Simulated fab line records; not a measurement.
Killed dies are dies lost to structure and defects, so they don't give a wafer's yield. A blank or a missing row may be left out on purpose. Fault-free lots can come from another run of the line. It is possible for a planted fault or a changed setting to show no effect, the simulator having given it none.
Lot-split experiment / flow n5 finfet / 21 wafers read from 7 lots, route of 1938 steps

SPLIT DETAILS
At N5_BEOL_M5_TRENCH_ETCH_37 (etches SiCOH lowk in C4F6/O2, target depth 71.652 nm, time 24.7 s), the setting time s was moved away from the recipe's 24.7 s on 8 of the 21 wafers read, by -12.5% to +12.8%. The other wafers ran this setting at the recipe's value.

FROM THE SPLIT TO THE READING: what the file shows between them, 2 steps
- N5_BEOL_M5_ETCH_41: etches SiCN in CH3F/O2, target depth 31.5 nm, time 56.7 s (also split here: source w)
- N5_BEOL_M5_STRIP_91: strips in N2/H2, time 10 s

THE READING
trench depth nm, in nm, at N5_BEOL_M5_OCD_MEAS_38. A value of 71.1 nm with a standard deviation of 1.4 nm is what fault-free wafers of this fab line usually give.

wafer=L076.1; tool, chamber at the split=rie diel-04, 0; time s as run, s=21.85; against the recipe=-11.5%; trench depth nm, nm=63.1; against lot-mates on the recipe=-8.6
wafer=L076.3; tool, chamber at the split=rie diel-04, 1; time s as run, s=24.7; against the recipe=recipe; trench depth nm, nm=72.6; against lot-mates on the recipe=-
wafer=L076.5; tool, chamber at the split=rie diel-04, 0; time s as run, s=24.7; against the recipe=recipe; trench depth nm, nm=70.9; against lot-mates on the recipe=-
wafer=L078.4; tool, chamber at the split=rie diel-03, 1; time s as run, s=24.7; against the recipe=recipe; trench depth nm, nm=69.6; against lot-mates on the recipe=-
wafer=L078.5; tool, chamber at the split=rie diel-03, 2; time s as run, s=24.7; against the recipe=recipe; trench depth nm, nm=70.1; against lot-mates on the recipe=-
wafer=L078.6; tool, chamber at the split=rie diel-03, 3; time s as run, s=24.7; against the recipe=recipe; trench depth nm, nm=72.1; against lot-mates on the recipe=-
wafer=L080.2; tool, chamber at the split=rie diel-04, 0; time s as run, s=27.86; against the recipe=+12.8%; trench depth nm, nm=78.9; against lot-mates on the recipe=+6.5
wafer=L080.4; tool, chamber at the split=rie diel-04, 3; time s as run, s=27.86; against the recipe=+12.8%; trench depth nm, nm=81.4; against lot-mates on the recipe=+9.0
wafer=L080.6; tool, chamber at the split=rie diel-04, 1; time s as run, s=24.7; against the recipe=recipe; trench depth nm, nm=72.4; against lot-mates on the recipe=-
wafer=L081.4; tool, chamber at the split=rie diel-04, 3; time s as run, s=21.61; against the recipe=-12.5%; trench depth nm, nm=61.9; against lot-mates on the recipe=-9.2
wafer=L081.5; tool, chamber at the split=rie diel-04, 2; time s as run, s=21.61; against the recipe=-12.5%; trench depth nm, nm=60.6; against lot-mates on the recipe=-10.5
wafer=L081.6; tool, chamber at the split=rie diel-04, 1; time s as run, s=24.7; against the recipe=recipe; trench depth nm, nm=71.1; against lot-mates on the recipe=-
wafer=L084.1; tool, chamber at the split=rie diel-04, 2; time s as run, s=24.7; against the recipe=recipe; trench depth nm, nm=70.0; against lot-mates on the recipe=-
wafer=L084.4; tool, chamber at the split=rie diel-04, 3; time s as run, s=27.78; against the recipe=+12.5%; trench depth nm, nm=80.4; against lot-mates on the recipe=+9.8
wafer=L084.6; tool, chamber at the split=rie diel-04, 1; time s as run, s=24.7; against the recipe=recipe; trench depth nm, nm=71.3; against lot-mates on the recipe=-
wafer=L086.2; tool, chamber at the split=rie diel-03, 0; time s as run, s=26.41; against the recipe=+6.9%; trench depth nm, nm=78.9; against lot-mates on the recipe=+6.2
wafer=L086.5; tool, chamber at the split=rie diel-03, 0; time s as run, s=24.7; against the recipe=recipe; trench depth nm, nm=72.7; against lot-mates on the recipe=-
wafer=L086.6; tool, chamber at the split=rie diel-03, 1; time s as run, s=26.41; against the recipe=+6.9%; trench depth nm, nm=75.0; against lot-mates on the recipe=+2.3
wafer=L092.2; tool, chamber at the split=rie diel-02, 3; time s as run, s=24.7; against the recipe=recipe; trench depth nm, nm=72.5; against lot-mates on the recipe=-
wafer=L092.3; tool, chamber at the split=rie diel-02, 2; time s as run, s=24.7; against the recipe=recipe; trench depth nm, nm=72.4; against lot-mates on the recipe=-
wafer=L092.4; tool, chamber at the split=rie diel-02, 1; time s as run, s=24.7; against the recipe=recipe; trench depth nm, nm=68.8; against lot-mates on the recipe=-

FIT RESULTS
A straight line over all 21 wafers: trench depth nm changes by +0.747 nm for each +1% of time s; r = +0.97; the points scatter about the line by 1.4 nm.
The same after taking each lot's own level away (the mean of its wafers on the recipe; 21 wafers): +0.711 nm for each +1%; r = +0.97; scatter 1.3 nm.
The reading moves by 9.1 nm for the largest change in time s, on that fit.
The lots' own levels span 70.60 to 72.70 nm, that is 1.5 times the standard deviation above.
The two slopes agree, so the slope changes little with the lot-to-lot level.
Check: for one of the wafers moved furthest among these (+12.8%), held out of the fit, the line's prediction against its lot-mates is +9.39 nm. It came out at +6.5 nm against them.

OTHER SPLITS ON THESE WAFERS
Note: prior to the reading, these wafers also went through further splits. Each is held against what the fit with the lots' levels taken away leaves over:
other split on the same wafers=N5_BEOL_M2_DESCUM_33 time s; wafers away from the commonest value=9; r with trench depth nm (lot level and that fit taken away)=-0.19
other split on the same wafers=N5_BEOL_M2_VIA_ETCH_34 time s; wafers away from the commonest value=7; r with trench depth nm (lot level and that fit taken away)=+0.06
other split on the same wafers=N5_BEOL_M3_COAT_05 spin rpm; wafers away from the commonest value=5; r with trench depth nm (lot level and that fit taken away)=-0.07
other split on the same wafers=N5_BEOL_M5_ETCH_41 source w; wafers away from the commonest value=9; r with trench depth nm (lot level and that fit taken away)=+0.29

THE WHOLE CHAIN: every reading that the file lists as answering this split, in the file's order
step=N5_BEOL_M5_TRENCH_ETCH_37; what it does=etches SiCOH lowk in C4F6/O2, target depth 71.652 nm, time 24.7 s; reading=etch.depth nm (the simulator's own value, which no gauge read); change (the file's fit)=+0.731 nm for each +1% of the setting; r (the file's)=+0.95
step=N5_BEOL_M5_TRENCH_ETCH_37; what it does=etches SiCOH lowk in C4F6/O2, target depth 71.652 nm, time 24.7 s; reading=BEOL_M5.feature depth nm (the simulator's own value, which no gauge read); change (the file's fit)=+0.729 nm for each +1% of the setting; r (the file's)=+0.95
step=N5_BEOL_M5_OCD_MEAS_38; what it does=; reading=trench depth nm; change (the file's fit)=+0.721 nm for each +1% of the setting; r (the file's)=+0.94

FILE'S OWN FIT
trench depth nm changes by +0.721 nm for each +1% of time s, r = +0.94.
